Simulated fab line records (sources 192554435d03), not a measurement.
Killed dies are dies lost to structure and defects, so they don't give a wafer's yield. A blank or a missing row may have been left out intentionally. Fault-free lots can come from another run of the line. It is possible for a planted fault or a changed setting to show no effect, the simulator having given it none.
fab line records | flow n5_finfet | part 1 of 2: steps 1 to 25 of 32
[record] lots = 5 | wafers = 15 | last_day = 17
route steps=1938 shown PMOS_HMC_CHANNEL_EPI@86 FIN_SAQP@90
lots untouched by any fault: they come from a run of this same line in which no faults occurred
start_h: hours from the record's opening day to when the first of the lot's shown wafers began | wait_h: hours elapsed since this lot's preceding step | " identical to the entry in the row above | L1.1+2: several wafers, shown together as one row | - no value, or no start was given | * or withheld: withheld | < > ~ a bound
route shown NAME@n: a module of which the file shows steps, and the number in the route of the first | usual: mean and standard deviation over wafers with no fault | same: alike in all rows | chamber/n: place in a boat | sites: the reading at each site | _std_site: standard deviation across them | _edge_site: the outer-site mean with the inner-site mean subtracted | radius_mm: for every site, how far away it sits from the centre of the wafer | mask NAME#n: copy n | behind: the most recent tool/chamber to have shaped the wafer | hold: what put the lot on hold/how long, in hours/how the hold closed | device: which transistor (n, p or np) failed to switch | end of line: tests of these same wafers at the route's end | step lacking rows: just its recipe | killed: dies lost to structure and defects at the first sort, not the wafer's yield | map: shows each die of a wafer: x if killed, . if not, _ if none is there
set.NAME: the run value of the setting; set.NAME@STEP: its run value at that earlier step | model.NAME: the simulator's own value behind a step, which no gauge read
certain route steps with their lots: each step a table, each wafer a row
services: from which hour (start_h, from the record's first day; less than 0 if before it) a tool's chamber was out of use, for how many hours, and why
[[steps]]
[step N5_PMOS_HMC_CHANNEL_EPI_SRD_25]
[recipe] dry = ipa_marangoni | do_ppb = 5 | time_s = 30 | temp_c = 23 | rinse_liquid = diw
[usual] bath_heat_duty_pct = 3.7/0.54 | do_ppb = 5.00/0.05
lot.wafer | tool         | chamber | start_h | wait_h | bath_heat_duty_pct | do_ppb
L075.1    | wet_bench-02 | 2       | 25.97   | 0.0    | 3.6                | 5.09
L075.2    | "            | 5       | "       | "      | 4.0                | 4.97
L075.4    | "            | 1       | "       | "      | 2.8                | 4.98
L083.3    | wet_bench-02 | 3       | 74.72   | 0.0    | 3.9                | 5.01
L083.4    | "            | 4       | "       | "      | 4.1                | 4.95
L083.6    | "            | 1       | "       | "      | 2.3                | 4.99
L088.4    | wet_bench-04 | 3       | 103.71  | 0.0    | 2.8                | 5.02
L088.5    | "            | 7       | "       | "      | 2.9                | 4.97
L088.6    | "            | 4       | "       | "      | 3.8                | 5.00
L094.2    | wet_bench-02 | 2       | 140.17  | 0.0    | 3.7                | 4.97
L094.3    | "            | 4       | "       | "      | 4.3                | 4.98
L094.4    | "            | 5       | "       | "      | 4.7                | 5.04
L095.1    | wet_bench-02 | 6       | 146.04  | 0.0    | 3.4                | 4.97
L095.2    | "            | 1       | "       | "      | 3.9                | 5.08
L095.4    | "            | 5       | "       | "      | 4.3                | 4.91
[step N5_PMOS_HMC_CHANNEL_EPI_EPI_26]
[recipe] material = Si | target_thk_a = 38 | temp_c = 650 | precursor = SiH4/H2 | pressure_torr = 20 | time_s = 22.7
[usual] throttle_valve_pct = 10.7/0.38
lot.wafer | tool         | chamber | start_h | wait_h | throttle_valve_pct
L075.1    | epi_rpcvd-02 | 0       | 26.02   | 0.0    | 11.2
L075.2    | "            | 0       | "       | "      | 11.2
L075.4    | "            | 0       | "       | "      | 11.2
L083.3    | epi_rpcvd-02 | 0       | 74.90   | 0.2    | 11.1
L083.4    | "            | 0       | "       | "      | 11.2
L083.6    | "            | 0       | "       | "      | 11.1
L088.4    | epi_rpcvd-04 | 0       | 103.91  | 0.2    | 10.7
L088.5    | "            | 0       | "       | "      | 10.3
L088.6    | "            | 0       | "       | "      | 10.4
L094.2    | epi_rpcvd-04 | 0       | 140.27  | 0.1    | 10.4
L094.3    | "            | 0       | "       | "      | 10.5
L094.4    | "            | 0       | "       | "      | 10.4
L095.1    | epi_rpcvd-03 | 0       | 146.09  | 0.0    | 11.2
L095.2    | "            | 0       | "       | "      | 10.8
L095.4    | "            | 0       | "       | "      | 11.2
[step N5_PMOS_HMC_CHANNEL_EPI_INSPECT_30]
[recipe] inspect_instrument = darkfield | mode = post_epi
[usual] raw_defect_count = 19/8.1
lot.wafer | tool              | chamber | start_h | wait_h | raw_defect_count
L075.1    | defect_inspect-02 | -       | 26.39   | 0.0    | 36
L075.2    | "                 | -       | "       | "      | 28
L075.4    | "                 | -       | "       | "      | 23
L083.3    | defect_inspect-02 | -       | 75.24   | 0.0    | 27
L083.4    | "                 | -       | "       | "      | 28
L083.6    | "                 | -       | "       | "      | 16
L088.4    | defect_inspect-02 | -       | 104.13  | 0.0    | 15
L088.5    | "                 | -       | "       | "      | 15
L088.6    | "                 | -       | "       | "      | 17
L094.2    | defect_inspect-01 | -       | 140.59  | 0.0    | 33
L094.3    | "                 | -       | "       | "      | 25
L094.4    | "                 | -       | "       | "      | 19
L095.1    | defect_inspect-01 | -       | 146.56  | 0.0    | 32
L095.2    | "                 | -       | "       | "      | 26
L095.4    | "                 | -       | "       | "      | 29
[step N5_FIN_SAQP_PRECLEAN_42]
[recipe] chemistry = O3/DIW | time_s = 60 | temp_c = 22 | o3_ppm = 10
[usual] bath_heat_duty_pct = 2.3/0.46
lot.wafer | tool         | chamber | start_h | wait_h | bath_heat_duty_pct
L075.1    | wet_bench-06 | 4       | 26.42   | 0.0    | 2.4
L075.2    | "            | 0       | "       | "      | 2.1
L075.4    | "            | 3       | "       | "      | 2.8
L083.3    | wet_bench-01 | 6       | 75.28   | 0.0    | 2.7
L083.4    | "            | 2       | "       | "      | 2.6
L083.6    | "            | 7       | "       | "      | 2.3
L088.4    | wet_bench-06 | 7       | 104.16  | 0.0    | 2.6
L088.5    | "            | 5       | "       | "      | 3.2
L088.6    | "            | 2       | "       | "      | 2.2
L094.2    | wet_bench-03 | 6       | 140.63  | 0.0    | 1.7
L094.3    | "            | 5       | "       | "      | 3.0
L094.4    | "            | 4       | "       | "      | 2.1
L095.1    | wet_bench-03 | 7       | 146.59  | 0.0    | 2.1
L095.2    | "            | 3       | "       | "      | 2.6
L095.4    | "            | 6       | "       | "      | 2.2
[step N5_FIN_SAQP_PRECLEAN_00]
[recipe] chemistry = SC1 | time_s = 60 | temp_c = 55 | mix = 1:2:50
[usual] bath_heat_duty_pct = 8.6/1.1
lot.wafer | tool         | chamber | start_h | wait_h | bath_heat_duty_pct
L075.1    | wet_bench-06 | 4       | 26.44   | 0.0    | 8.2
L075.2    | "            | 0       | "       | "      | 7.7
L075.4    | "            | 3       | "       | "      | 8.9
L083.3    | wet_bench-01 | 6       | 75.30   | 0.0    | 8.6
L083.4    | "            | 2       | "       | "      | 9.3
L083.6    | "            | 7       | "       | "      | 9.5
L088.4    | wet_bench-06 | 7       | 104.18  | 0.0    | 7.4
L088.5    | "            | 5       | "       | "      | 10.7
L088.6    | "            | 2       | "       | "      | 7.4
L094.2    | wet_bench-03 | 6       | 140.65  | 0.0    | 8.1
L094.3    | "            | 5       | "       | "      | 9.2
L094.4    | "            | 4       | "       | "      | 6.4
L095.1    | wet_bench-03 | 7       | 146.61  | 0.0    | 9.6
L095.2    | "            | 3       | "       | "      | 11.1
L095.4    | "            | 6       | "       | "      | 7.1
[step N5_FIN_SAQP_PRECLEAN_44]
[recipe] chemistry = SC2 | time_s = 45 | temp_c = 35 | mix = 1:1:50
[usual] bath_heat_duty_pct = 3.3/0.56
lot.wafer | tool         | chamber | start_h | wait_h | bath_heat_duty_pct
L075.1    | wet_bench-06 | 4       | 26.45   | 0.0    | 3.2
L075.2    | "            | 0       | "       | "      | 3.6
L075.4    | "            | 3       | "       | "      | 3.2
L083.3    | wet_bench-01 | 6       | 75.32   | 0.0    | 3.8
L083.4    | "            | 2       | "       | "      | 3.9
L083.6    | "            | 7       | "       | "      | 3.9
L088.4    | wet_bench-06 | 7       | 104.20  | 0.0    | 3.0
L088.5    | "            | 5       | "       | "      | 3.6
L088.6    | "            | 2       | "       | "      | 3.4
L094.2    | wet_bench-03 | 6       | 140.67  | 0.0    | 2.8
L094.3    | "            | 5       | "       | "      | 4.1
L094.4    | "            | 4       | "       | "      | 2.5
L095.1    | wet_bench-03 | 7       | 146.62  | 0.0    | 3.1
L095.2    | "            | 3       | "       | "      | 4.2
L095.4    | "            | 6       | "       | "      | 2.9
[step N5_FIN_SAQP_SRD_01]
[recipe] dry = ipa_marangoni | time_s = 30 | temp_c = 23 | rinse_liquid = diw
[usual] bath_heat_duty_pct = 3.7/0.55
lot.wafer | tool         | chamber | start_h | wait_h | bath_heat_duty_pct
L075.1    | wet_bench-06 | 4       | 26.46   | 0.0    | 3.3
L075.2    | "            | 0       | "       | "      | 3.6
L075.4    | "            | 3       | "       | "      | 3.7
L083.3    | wet_bench-01 | 6       | 75.33   | 0.0    | 3.9
L083.4    | "            | 2       | "       | "      | 3.2
L083.6    | "            | 7       | "       | "      | 3.6
L088.4    | wet_bench-06 | 7       | 104.21  | 0.0    | 4.2
L088.5    | "            | 5       | "       | "      | 4.4
L088.6    | "            | 2       | "       | "      | 3.2
L094.2    | wet_bench-03 | 6       | 140.68  | 0.0    | 3.4
L094.3    | "            | 5       | "       | "      | 3.9
L094.4    | "            | 4       | "       | "      | 3.5
L095.1    | wet_bench-03 | 7       | 146.64  | 0.0    | 3.3
L095.2    | "            | 3       | "       | "      | 4.0
L095.4    | "            | 6       | "       | "      | 3.1
[step N5_FIN_SAQP_ALD_61]
[recipe] material = SiO2 | target_thk_a = 40 | temp_c = 300 | ald_precursor_family = BDEAS | ald_co_reactant = O2-plasma | pulse_time_s = 1 | purge_time_s = 2 | co_reactant_purge_time_s = 2 | ald_cycles = 43 | pressure_torr = 2
[usual] heater_power_w = 464/48 | precursor_pulse_height_rel = 1.000/0.019
lot.wafer | tool       | chamber | start_h | wait_h | heater_power_w | precursor_pulse_height_rel
L075.1    | ald_sin-01 | 2       | 26.55   | 0.1    | 434            | 1.007
L075.2    | "          | 0       | "       | "      | 478            | 1.011
L075.4    | "          | 1       | "       | "      | 500            | 1.009
L083.3    | ald_sin-01 | 2       | 76.02   | 0.7    | 436            | 1.011
L083.4    | "          | 1       | "       | "      | 484            | 1.013
L083.6    | "          | 0       | "       | "      | 457            | 1.027
L088.4    | ald_sin-03 | 2       | 104.25  | 0.0    | 447            | 1.061
L088.5    | "          | 0       | "       | "      | 516            | 0.986
L088.6    | "          | 3       | "       | "      | 426            | 0.987
L094.2    | ald_sin-01 | 0       | 140.73  | 0.0    | 449            | 0.967
L094.3    | "          | 1       | "       | "      | 507            | 1.005
L094.4    | "          | 2       | "       | "      | 449            | 0.994
L095.1    | ald_sin-02 | 0       | 146.68  | 0.0    | 552            | 1.000
L095.2    | "          | 2       | "       | "      | 464            | 1.005
L095.4    | "          | 3       | "       | "      | 379            | 0.981
[step N5_FIN_SAQP_DENSIFY_62]
[recipe] temp_c = 700 | time_s = 60 | ambient = N2 | idle_temp_c = 600 | ramp_up_c_per_s = 150 | ramp_down_c_per_s = 60 | cool_to_c = 600
[usual] lamp_power_pct = 9.84/0.052 | lamp_zone_7_pct = 10.268/0.01 | wafer_temp_C_max = 703.3/0.75
lot.wafer | tool          | chamber | start_h | wait_h | lamp_power_pct | lamp_zone_7_pct | wafer_temp_C_max
L075.1    | rtp_anneal-02 | 0       | 26.96   | 0.3    | 9.80           | 10.278          | 703.4
L075.2    | "             | 0       | "       | "      | 9.77           | 10.259          | 702.4
L075.4    | "             | 0       | "       | "      | 9.77           | 10.266          | 704.9
L083.3    | rtp_anneal-02 | 0       | 76.35   | 0.3    | 9.84           | 10.250          | 703.4
L083.4    | "             | 0       | "       | "      | 9.83           | 10.269          | 704.0
L083.6    | "             | 0       | "       | "      | 9.82           | 10.277          | 702.7
L088.4    | rtp_anneal-01 | 0       | 104.74  | 0.4    | 9.83           | 10.285          | 702.9
L088.5    | "             | 0       | "       | "      | 9.76           | 10.274          | 703.1
L088.6    | "             | 0       | "       | "      | 9.79           | 10.264          | 703.0
L094.2    | rtp_anneal-02 | 0       | 140.96  | 0.1    | 9.82           | 10.270          | 702.9
L094.3    | "             | 0       | "       | "      | 9.77           | 10.275          | 703.6
L094.4    | "             | 0       | "       | "      | 9.82           | 10.263          | 703.3
L095.1    | rtp_anneal-02 | 0       | 146.89  | 0.1    | 9.82           | 10.254          | 703.5
L095.2    | "             | 0       | "       | "      | 9.81           | 10.268          | 704.1
L095.4    | "             | 0       | "       | "      | 9.83           | 10.264          | 702.7
[step N5_FIN_SAQP_HM_DEP_03]
[recipe] material = SiNx | target_thk_a = 380 | temp_c = 400 | precursor = SiH4/NH3/N2 | pressure_torr = 1.5 | rf_w = 300 | time_s = 33.6
[usual] heater_power_w = 717/89 | showerhead_plenum_p_Torr = 5.14/0.091 | throttle_valve_pct = 41/3.5
lot.wafer | tool     | chamber | start_h | wait_h | heater_power_w | showerhead_plenum_p_Torr | throttle_valve_pct
L075.1    | pecvd-03 | 1       | 27.17   | 0.2    | 687            | 5.15                     | 40
L075.2    | "        | 0       | "       | "      | 705            | 5.22                     | 44
L075.4    | "        | 1       | "       | "      | 715            | 5.16                     | 40
L083.3    | pecvd-03 | 2       | 76.51   | 0.1    | 696            | 5.17                     | 35
L083.4    | "        | 1       | "       | "      | 736            | 5.16                     | 40
L083.6    | "        | 0       | "       | "      | 770            | 5.23                     | 44
L088.4    | pecvd-04 | 1       | 104.91  | 0.1    | 593            | 5.16                     | 40
L088.5    | "        | 0       | "       | "      | 711            | 4.89                     | 41
L088.6    | "        | 2       | "       | "      | 603            | 5.15                     | 48
L094.2    | pecvd-03 | 1       | 141.15  | 0.2    | 695            | 5.15                     | 40
L094.3    | "        | 0       | "       | "      | 685            | 5.24                     | 44
L094.4    | "        | 0       | "       | "      | 668            | 5.21                     | 44
L095.1    | pecvd-04 | 0       | 147.10  | 0.2    | 669            | 4.88                     | 41
L095.2    | "        | 2       | "       | "      | 563            | 5.14                     | 47
L095.4    | "        | 2       | "       | "      | 558            | 5.11                     | 47
[step N5_FIN_SAQP_THK_MEAS_05]
[usual] thk_nm = 37.9/0.47
lot.wafer | tool          | chamber | start_h | wait_h | thk_nm
L075.1    | film_metro-01 | -       | 27.26   | 0.1    | 37.9
L075.2    | "             | -       | "       | "      | 38.0
L075.4    | "             | -       | "       | "      | 38.3
L083.3    | film_metro-02 | -       | 76.60   | 0.1    | 37.9
L083.4    | "             | -       | "       | "      | 38.3
L083.6    | "             | -       | "       | "      | 37.8
L088.4    | film_metro-02 | -       | 104.97  | 0.0    | 38.6
L088.5    | "             | -       | "       | "      | 39.1
L088.6    | "             | -       | "       | "      | 38.8
L094.2    | film_metro-02 | -       | 141.23  | 0.1    | 37.5
L094.3    | "             | -       | "       | "      | 37.5
L094.4    | "             | -       | "       | "      | 38.1
L095.1    | film_metro-02 | -       | 147.19  | 0.1    | 37.3
L095.2    | "             | -       | "       | "      | 36.9
L095.4    | "             | -       | "       | "      | 37.7
[step N5_FIN_SAQP_PECVD_47]
[recipe] material = a-Si | target_thk_a = 450 | temp_c = 400 | precursor = SiH4/He | pressure_torr = 3 | rf_w = 100 | time_s = 36.3
[usual] heater_power_w = 824/89 | showerhead_plenum_p_Torr = 5.68/0.058 | throttle_valve_pct = 18.3/1.4
lot.wafer | tool     | chamber | start_h | wait_h | heater_power_w | showerhead_plenum_p_Torr | throttle_valve_pct
L075.1    | pecvd-01 | 0       | 27.30   | 0.0    | 851            | 5.72                     | 18.4
L075.2    | "        | 2       | "       | "      | 800            | 5.69                     | 17.9
L075.4    | "        | 0       | "       | "      | 863            | 5.74                     | 18.5
L083.3    | pecvd-01 | 2       | 76.63   | 0.0    | 940            | 5.69                     | 16.5
L083.4    | "        | 2       | "       | "      | 939            | 5.69                     | 16.7
L083.6    | "        | 0       | "       | "      | 875            | 5.75                     | 18.3
L088.4    | pecvd-01 | 2       | 105.03  | 0.1    | 837            | 5.70                     | 16.8
L088.5    | "        | 2       | "       | "      | 833            | 5.69                     | 16.9
L088.6    | "        | 1       | "       | "      | 902            | 5.65                     | 19.1
L094.2    | pecvd-04 | 0       | 141.27  | 0.0    | 739            | 5.47                     | 18.9
L094.3    | "        | 1       | "       | "      | 651            | 5.67                     | 18.1
L094.4    | "        | 0       | "       | "      | 757            | 5.48                     | 18.6
L095.1    | pecvd-01 | 1       | 147.22  | 0.0    | 912            | 5.67                     | 19.1
L095.2    | "        | 0       | "       | "      | 936            | 5.73                     | 18.2
L095.4    | "        | 1       | "       | "      | 939            | 5.65                     | 19.0
[step N5_FIN_SAQP_PECVD_48]
[recipe] material = SiNx | target_thk_a = 250 | temp_c = 400 | precursor = SiH4/NH3/N2 | pressure_torr = 1.5 | rf_w = 300 | time_s = 22.1
[usual] heater_power_w = 752/85 | showerhead_plenum_p_Torr = 5.16/0.078 | throttle_valve_pct = 40/3.1
lot.wafer | tool     | chamber | start_h | wait_h | heater_power_w | showerhead_plenum_p_Torr | throttle_valve_pct
L075.1    | pecvd-01 | 0       | 27.36   | 0.0    | 883            | 5.24                     | 40
L075.2    | "        | 2       | "       | "      | 849            | 5.19                     | 39
L075.4    | "        | 0       | "       | "      | 892            | 5.26                     | 40
L083.3    | pecvd-01 | 2       | 76.67   | 0.0    | 796            | 5.16                     | 36
L083.4    | "        | 2       | "       | "      | 811            | 5.16                     | 36
L083.6    | "        | 0       | "       | "      | 748            | 5.25                     | 40
L088.4    | pecvd-01 | 2       | 105.09  | 0.0    | 761            | 5.17                     | 36
L088.5    | "        | 2       | "       | "      | 769            | 5.16                     | 36
L088.6    | "        | 1       | "       | "      | 705            | 5.12                     | 42
L094.2    | pecvd-04 | 0       | 141.31  | 0.0    | 668            | 4.88                     | 41
L094.3    | "        | 1       | "       | "      | 665            | 5.15                     | 40
L094.4    | "        | 0       | "       | "      | 672            | 4.89                     | 41
L095.1    | pecvd-01 | 1       | 147.27  | 0.0    | 759            | 5.14                     | 42
L095.2    | "        | 0       | "       | "      | 842            | 5.26                     | 40
L095.4    | "        | 1       | "       | "      | 726            | 5.13                     | 42
[step N5_FIN_SAQP_PECVD_06]
[recipe] material = a-Si | target_thk_a = 600 | temp_c = 400 | precursor = SiH4/He | pressure_torr = 3 | rf_w = 100 | time_s = 48.1
[usual] heater_power_w = 821/87 | showerhead_plenum_p_Torr = 5.68/0.058 | throttle_valve_pct = 18.3/1.4
lot.wafer | tool     | chamber | start_h | wait_h | heater_power_w | showerhead_plenum_p_Torr | throttle_valve_pct
L075.1    | pecvd-01 | 0       | 27.42   | 0.0    | 859            | 5.74                     | 18.3
L075.2    | "        | 2       | "       | "      | 941            | 5.70                     | 18.0
L075.4    | "        | 0       | "       | "      | 853            | 5.75                     | 18.0
L083.3    | pecvd-01 | 2       | 76.71   | 0.0    | 940            | 5.68                     | 16.7
L083.4    | "        | 2       | "       | "      | 933            | 5.67                     | 16.6
L083.6    | "        | 0       | "       | "      | 936            | 5.74                     | 18.2
L088.4    | pecvd-01 | 2       | 105.15  | 0.0    | 872            | 5.66                     | 16.6
L088.5    | "        | 2       | "       | "      | 864            | 5.70                     | 16.6
L088.6    | "        | 1       | "       | "      | 865            | 5.66                     | 19.2
L094.2    | pecvd-04 | 0       | 141.35  | 0.0    | 749            | 5.48                     | 18.6
L094.3    | "        | 1       | "       | "      | 680            | 5.67                     | 18.3
L094.4    | "        | 0       | "       | "      | 730            | 5.50                     | 18.7
L095.1    | pecvd-01 | 1       | 147.30  | 0.0    | 919            | 5.66                     | 19.1
L095.2    | "        | 0       | "       | "      | 952            | 5.73                     | 18.3
L095.4    | "        | 1       | "       | "      | 932            | 5.65                     | 19.0
[step N5_FIN_SAQP_THK_MEAS_07]
[usual] thk_nm = 60.0/0.71
lot.wafer | tool          | chamber | start_h | wait_h | thk_nm
L075.1    | film_metro-01 | -       | 27.54   | 0.1    | 60.6
L075.2    | "             | -       | "       | "      | 59.6
L075.4    | "             | -       | "       | "      | 61.4
L083.3    | film_metro-01 | -       | 76.80   | 0.1    | 59.7
L083.4    | "             | -       | "       | "      | 60.5
L083.6    | "             | -       | "       | "      | 60.8
L088.4    | film_metro-01 | -       | 105.25  | 0.1    | 60.2
L088.5    | "             | -       | "       | "      | 60.4
L088.6    | "             | -       | "       | "      | 60.5
L094.2    | film_metro-01 | -       | 141.44  | 0.1    | 59.1
L094.3    | "             | -       | "       | "      | 59.3
L094.4    | "             | -       | "       | "      | 60.0
L095.1    | film_metro-02 | -       | 147.39  | 0.1    | 59.3
L095.2    | "             | -       | "       | "      | 60.1
L095.4    | "             | -       | "       | "      | 59.7
[step N5_FIN_SAQP_HM_DEP_72]
[recipe] material = SiO2 | target_thk_a = 120 | temp_c = 400 | precursor = SiH4/N2O | pressure_torr = 0.75 | rf_w = 275 | time_s = 7.2
[usual] heater_power_w = 720/91 | showerhead_plenum_p_Torr = 8.15/0.2
lot.wafer | tool     | chamber | start_h | wait_h | heater_power_w | showerhead_plenum_p_Torr
L075.1    | pecvd-03 | 2       | 27.57   | 0.0    | 723            | 8.18
L075.2    | "        | 1       | "       | "      | 684            | 8.15
L075.4    | "        | 0       | "       | "      | 807            | 8.31
L083.3    | pecvd-03 | 0       | 76.84   | 0.0    | 818            | 8.30
L083.4    | "        | 2       | "       | "      | 733            | 8.20
L083.6    | "        | 1       | "       | "      | 737            | 8.18
L088.4    | pecvd-03 | 1       | 105.30  | 0.1    | 664            | 8.18
L088.5    | "        | 0       | "       | "      | 814            | 8.32
L088.6    | "        | 2       | "       | "      | 702            | 8.19
L094.2    | pecvd-03 | 0       | 141.48  | 0.0    | 811            | 8.30
L094.3    | "        | 2       | "       | "      | 633            | 8.19
L094.4    | "        | 1       | "       | "      | 743            | 8.17
L095.1    | pecvd-04 | 0       | 147.43  | 0.0    | 657            | 7.63
L095.2    | "        | 1       | "       | "      | 634            | 8.18
L095.4    | "        | 0       | "       | "      | 641            | 7.66
[step N5_FIN_SAQP_COAT_49]
[recipe] resist = SOC | temp_c = 250 | time_s = 60 | spin_rpm = 1500 | resist_thk_nm = 100
[same] dispense_pressure_kPa = 49.6
lot.wafer  | tool           | chamber | start_h | wait_h
L075.1+2+4 | litho_track-01 | 0       | 27.65   | 0.1
L083.3+4+6 | litho_track-01 | 0       | 76.91   | 0.1
L088.4+5+6 | litho_track-01 | 0       | 105.36  | 0.0
L094.2+3+4 | litho_track-01 | 0       | 141.55  | 0.1
L095.1+2+4 | litho_track-01 | 0       | 147.51  | 0.1
[step N5_FIN_SAQP_COAT_50]
[recipe] resist = SiARC | temp_c = 220 | time_s = 60 | spin_rpm = 1500 | resist_thk_nm = 35
[usual] dispense_pressure_kPa = 50.3/1.4
lot.wafer | tool           | chamber | start_h | wait_h | dispense_pressure_kPa
L075.1    | litho_track-01 | 0       | -       | -      | 49.6
L075.2    | "              | 0       | "       | "      | 49.6
L075.4    | "              | 0       | "       | "      | 49.7
L083.3    | litho_track-01 | 0       | -       | -      | 49.6
L083.4    | "              | 0       | "       | "      | 49.6
L083.6    | "              | 0       | "       | "      | 49.7
L088.4    | litho_track-01 | 0       | -       | -      | 49.6
L088.5    | "              | 0       | "       | "      | 49.6
L088.6    | "              | 0       | "       | "      | 49.6
L094.2    | litho_track-01 | 0       | -       | -      | 49.6
L094.3    | "              | 0       | "       | "      | 49.6
L094.4    | "              | 0       | "       | "      | 49.6
L095.1    | litho_track-01 | 0       | -       | -      | 49.6
L095.2    | "              | 0       | "       | "      | 49.6
L095.4    | "              | 0       | "       | "      | 49.6
[step N5_FIN_SAQP_COAT_10]
[recipe] resist = CAR-ArF | spin_rpm = 1500 | resist_thk_nm = 90
[usual] dispense_pressure_kPa = 50.3/1.4
lot.wafer | tool           | chamber | start_h | wait_h | dispense_pressure_kPa
L075.1    | litho_track-01 | 0       | -       | -      | 49.6
L075.2    | "              | 0       | "       | "      | 49.6
L075.4    | "              | 0       | "       | "      | 49.5
L083.3    | litho_track-01 | 0       | -       | -      | 49.6
L083.4    | "              | 0       | "       | "      | 49.6
L083.6    | "              | 0       | "       | "      | 49.6
L088.4    | litho_track-01 | 0       | -       | -      | 49.6
L088.5    | "              | 0       | "       | "      | 49.6
L088.6    | "              | 0       | "       | "      | 49.6
L094.2    | litho_track-01 | 0       | -       | -      | 49.6
L094.3    | "              | 0       | "       | "      | 49.6
L094.4    | "              | 0       | "       | "      | 49.6
L095.1    | litho_track-01 | 0       | -       | -      | 49.6
L095.2    | "              | 0       | "       | "      | 49.6
L095.4    | "              | 0       | "       | "      | 49.6
[step N5_FIN_SAQP_EBR_12]
[recipe] solvent = PGMEA | ebr_width_mm = 1.5
lot.wafer  | tool           | chamber | start_h | wait_h
L075.1+2+4 | litho_track-01 | 0       | -       | -
L083.3+4+6 | litho_track-01 | 0       | -       | -
L088.4+5+6 | litho_track-01 | 0       | -       | -
L094.2+3+4 | litho_track-01 | 0       | -       | -
L095.1+2+4 | litho_track-01 | 0       | -       | -
[step N5_FIN_SAQP_SOFTBAKE_11]
[recipe] temp_c = 110 | time_s = 60 | resist = CAR-ArF
lot.wafer  | tool           | chamber | start_h | wait_h
L075.1+2+4 | litho_track-01 | 0       | -       | -
L083.3+4+6 | litho_track-01 | 0       | -       | -
L088.4+5+6 | litho_track-01 | 0       | -       | -
L094.2+3+4 | litho_track-01 | 0       | -       | -
L095.1+2+4 | litho_track-01 | 0       | -       | -
[step N5_FIN_SAQP_EXPOSE_13]
[recipe] mask_id = FIN_CORE | na = 1.35 | source_shape = dipole | sigma_inner = 0.538 | sigma_outer = 0.738 | polarization = te | target_cd_nm = 35.6 | dose_mj = 63.25
[usual] focus_offset_nm = 0.1/0.46
lot.wafer | tool            | chamber | start_h | wait_h | mask       | focus_offset_nm
L075.1    | arfi_scanner-02 | 0       | 27.89   | -      | FIN_CORE#0 | -0.3
L075.2    | "               | 0       | "       | "      | FIN_CORE#0 | -0.2
L075.4    | "               | 0       | "       | "      | FIN_CORE#0 | -0.2
L083.3    | arfi_scanner-01 | 0       | 77.17   | -      | FIN_CORE#0 | 0.0
L083.4    | "               | 0       | "       | "      | FIN_CORE#0 | 0.8
L083.6    | "               | 0       | "       | "      | FIN_CORE#0 | 0.2
L088.4    | arfi_scanner-01 | 0       | 105.49  | -      | FIN_CORE#0 | 0.4
L088.5    | "               | 0       | "       | "      | FIN_CORE#0 | 0.4
L088.6    | "               | 0       | "       | "      | FIN_CORE#0 | 0.5
L094.2    | arfi_scanner-01 | 0       | 141.80  | -      | FIN_CORE#0 | 0.2
L094.3    | "               | 0       | "       | "      | FIN_CORE#0 | 0.2
L094.4    | "               | 0       | "       | "      | FIN_CORE#0 | 0.1
L095.1    | arfi_scanner-02 | 0       | 147.75  | -      | FIN_CORE#0 | -0.1
L095.2    | "               | 0       | "       | "      | FIN_CORE#0 | -0.4
L095.4    | "               | 0       | "       | "      | FIN_CORE#0 | 0.0
[step N5_FIN_SAQP_PEB_14]
[recipe] peb_temp_c = withheld | peb_time_s = 60 | resist = CAR-ArF
lot.wafer  | tool           | chamber | start_h | wait_h
L075.1+2+4 | litho_track-01 | 0       | 27.95   | 0.1
L083.3+4+6 | litho_track-02 | 0       | 77.22   | 0.0
L088.4+5+6 | litho_track-01 | 0       | 105.54  | 0.0
L094.2+3+4 | litho_track-01 | 0       | 141.86  | 0.0
L095.1+2+4 | litho_track-01 | 0       | 147.81  | 0.1
[step N5_FIN_SAQP_DEVELOP_15]
[recipe] develop_time_s = 30 | developer = TMAH | resist = CAR-ArF | dev_temp_c = 23 | rinse_liquid = diw | dry = air_spin
lot.wafer  | tool           | chamber | start_h | wait_h
L075.1+2+4 | litho_track-01 | 0       | -       | -
L083.3+4+6 | litho_track-02 | 0       | -       | -
L088.4+5+6 | litho_track-01 | 0       | -       | -
L094.2+3+4 | litho_track-01 | 0       | -       | -
L095.1+2+4 | litho_track-01 | 0       | -       | -
[step N5_FIN_SAQP_CD_MEAS_16]
[recipe] target_cd_nm = 35.6 | landing_energy_ev = 500 | detector = se_inlens
[usual] cd_nm = 35.66/0.27
lot.wafer | tool      | chamber | start_h | wait_h | cd_nm
L075.1    | cd_sem-02 | 0       | 28.02   | -      | 35.73
L075.2    | "         | 0       | "       | "      | 35.90
L075.4    | "         | 0       | "       | "      | 35.71
L083.3    | cd_sem-02 | 0       | 77.29   | -      | 35.31
L083.4    | "         | 0       | "       | "      | 35.40
L083.6    | "         | 0       | "       | "      | 35.16
L088.4    | cd_sem-02 | 0       | 105.61  | -      | 35.57
L088.5    | "         | 0       | "       | "      | 36.11
L088.6    | "         | 0       | "       | "      | 35.34
L094.2    | cd_sem-02 | 0       | 141.93  | -      | 35.63
L094.3    | "         | 0       | "       | "      | 35.65
L094.4    | "         | 0       | "       | "      | 35.97
L095.1    | cd_sem-02 | 0       | 147.88  | -      | 35.39
L095.2    | "         | 0       | "       | "      | 35.86
L095.4    | "         | 0       | "       | "      | 35.28
